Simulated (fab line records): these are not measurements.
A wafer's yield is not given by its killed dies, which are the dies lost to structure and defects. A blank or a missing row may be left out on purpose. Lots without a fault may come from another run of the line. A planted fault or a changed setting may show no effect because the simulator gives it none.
Chamber matching / flow nand harc / NHARC_A_SGD_CUT_DEP_00 on pecvd-01: 3 sister chambers
The step deposits SiNx, target thk 50 nm. 18 wafers are shown with their chamber, then 9 later ones without.

## WAFERS WITH THEIR CHAMBER
wafer=L075.1; chamber=2; heater power w (W)=767
wafer=L075.2; chamber=0; heater power w (W)=709
wafer=L075.6; chamber=0; heater power w (W)=717
wafer=L076.3; chamber=1; heater power w (W)=643
wafer=L076.4; chamber=0; heater power w (W)=732
wafer=L076.5; chamber=2; heater power w (W)=734
wafer=L079.2; chamber=1; heater power w (W)=602
wafer=L079.3; chamber=1; heater power w (W)=640
wafer=L079.4; chamber=0; heater power w (W)=693
wafer=L085.2; chamber=0; heater power w (W)=705
wafer=L085.3; chamber=2; heater power w (W)=685
wafer=L085.5; chamber=0; heater power w (W)=710
wafer=L087.1; chamber=0; heater power w (W)=651
wafer=L087.2; chamber=2; heater power w (W)=747
wafer=L087.5; chamber=2; heater power w (W)=768
wafer=L094.2; chamber=1; heater power w (W)=758
wafer=L094.3; chamber=0; heater power w (W)=656
wafer=L094.5; chamber=0; heater power w (W)=650

SIGNATURES (averages over the wafers above)
reading=heater power w; chamber 0=691.44; chamber 1=660.75; chamber 2=740.20; scatter within a chamber=41.7
Rule: distance of a wafer from a chamber = root of the sum over the readings of ((wafer's reading minus chamber's mean) / reading's scatter) squared. If the next closest chamber is less than 2 further off than the closest, the wafer can't be placed; otherwise it belongs to the closest. How the scatter is found: for the shown wafers, subtract from each reading the mean of its chamber, square and add these, divide the total by (wafers less chambers), then take the root.

## WAFERS WITHOUT THEIR CHAMBER
wafer=L092.1; heater power w (W)=795
wafer=L092.3; heater power w (W)=730
wafer=L092.5; heater power w (W)=794
wafer=L096.1; heater power w (W)=674
wafer=L096.4; heater power w (W)=759
wafer=L096.6; heater power w (W)=709
wafer=L095.1; heater power w (W)=804
wafer=L095.4; heater power w (W)=720
wafer=L095.6; heater power w (W)=797

## THE CHAMBER EACH PASSED THROUGH
wafer=L092.1; from the rows above=can't be placed: 2 or 0 or 1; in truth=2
wafer=L092.3; from the rows above=can't be placed: 2 or 0 or 1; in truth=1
wafer=L092.5; from the rows above=can't be placed: 2 or 0 or 1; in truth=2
wafer=L096.1; from the rows above=can't be placed: 1 or 0 or 2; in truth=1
wafer=L096.4; from the rows above=can't be placed: 2 or 0 or 1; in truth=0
wafer=L096.6; from the rows above=can't be placed: 0 or 2 or 1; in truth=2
wafer=L095.1; from the rows above=can't be placed: 2 or 0 or 1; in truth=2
wafer=L095.4; from the rows above=can't be placed: 2 or 0 or 1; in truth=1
wafer=L095.6; from the rows above=can't be placed: 2 or 0 or 1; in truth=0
Correct placement for 0 of the 9. Cannot be placed on the basis of these rows: 9; the candidates contain the true chamber in 9. Number placed wrongly: 0.
